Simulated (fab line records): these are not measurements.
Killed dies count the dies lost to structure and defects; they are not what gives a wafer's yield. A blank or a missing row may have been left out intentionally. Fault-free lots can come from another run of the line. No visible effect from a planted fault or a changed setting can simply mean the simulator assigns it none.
Matching of chambers :: flow n5_finfet :: N5_BEOL_M1_ETCH_69 on rie_diel-05: 4 sister chambers
The step etches SiARC in CF4, target depth 15.6 nm, time 26 s. 4 wafers are shown with their chamber, then 12 later ones without.

## WAFERS PAIRED WITH THEIR CHAMBERS
wafer: L082.6
chamber: 3
showerhead_plenum_p_Torr (Torr): 2.10

wafer: L083.2
chamber: 1
showerhead_plenum_p_Torr (Torr): 2.02

wafer: L086.1
chamber: 2
showerhead_plenum_p_Torr (Torr): 2.20

wafer: L086.4
chamber: 0
showerhead_plenum_p_Torr (Torr): 2.17

## WAFERS MISSING THEIR CHAMBER
wafer: L088.3
showerhead_plenum_p_Torr (Torr): 2.02

wafer: L088.5
showerhead_plenum_p_Torr (Torr): 2.17

wafer: L088.6
showerhead_plenum_p_Torr (Torr): 2.10

wafer: L093.2
showerhead_plenum_p_Torr (Torr): 2.20

wafer: L093.4
showerhead_plenum_p_Torr (Torr): 2.17

wafer: L093.6
showerhead_plenum_p_Torr (Torr): 2.09

wafer: L096.1
showerhead_plenum_p_Torr (Torr): 2.27

wafer: L096.2
showerhead_plenum_p_Torr (Torr): 2.16

wafer: L096.6
showerhead_plenum_p_Torr (Torr): 2.09

wafer: L097.1
showerhead_plenum_p_Torr (Torr): 2.27

wafer: L097.3
showerhead_plenum_p_Torr (Torr): 2.09

wafer: L097.5
showerhead_plenum_p_Torr (Torr): 2.16

## THE CHAMBER EACH PASSED THROUGH
wafer: L088.3
from the rows above: 1
in truth: 1

wafer: L088.5
from the rows above: can't be placed: 0 or 2
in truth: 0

wafer: L088.6
from the rows above: 3
in truth: 3

wafer: L093.2
from the rows above: can't be placed: 2 or 0
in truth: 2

wafer: L093.4
from the rows above: can't be placed: 0 or 2
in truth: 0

wafer: L093.6
from the rows above: 3
in truth: 3

wafer: L096.1
from the rows above: can't be placed: 2 or 0
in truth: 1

wafer: L096.2
from the rows above: can't be placed: 0 or 2 or 3
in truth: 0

wafer: L096.6
from the rows above: 3
in truth: 3

wafer: L097.1
from the rows above: can't be placed: 2 or 0
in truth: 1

wafer: L097.3
from the rows above: 3
in truth: 3

wafer: L097.5
from the rows above: can't be placed: 0 or 2 or 3
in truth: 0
Placed correctly: 5 of 12. Not placeable from these rows: 7 (in 5, the candidates include the true chamber). Number placed wrongly: 0.
How it was worked out, from the rows above alone: a wafer's distance from a chamber is the root of the sum, over the readings, of the square of ((its reading less the chamber's mean) divided by the reading's scatter). The wafer belongs to the nearest chamber; if the next one is less than 2 further off, it can't be placed. The mean given for a chamber averages the wafers shown for that chamber. The scatter: root of mean squared gap, hidden wafer to nearest shown wafer, with one shown wafer a chamber.
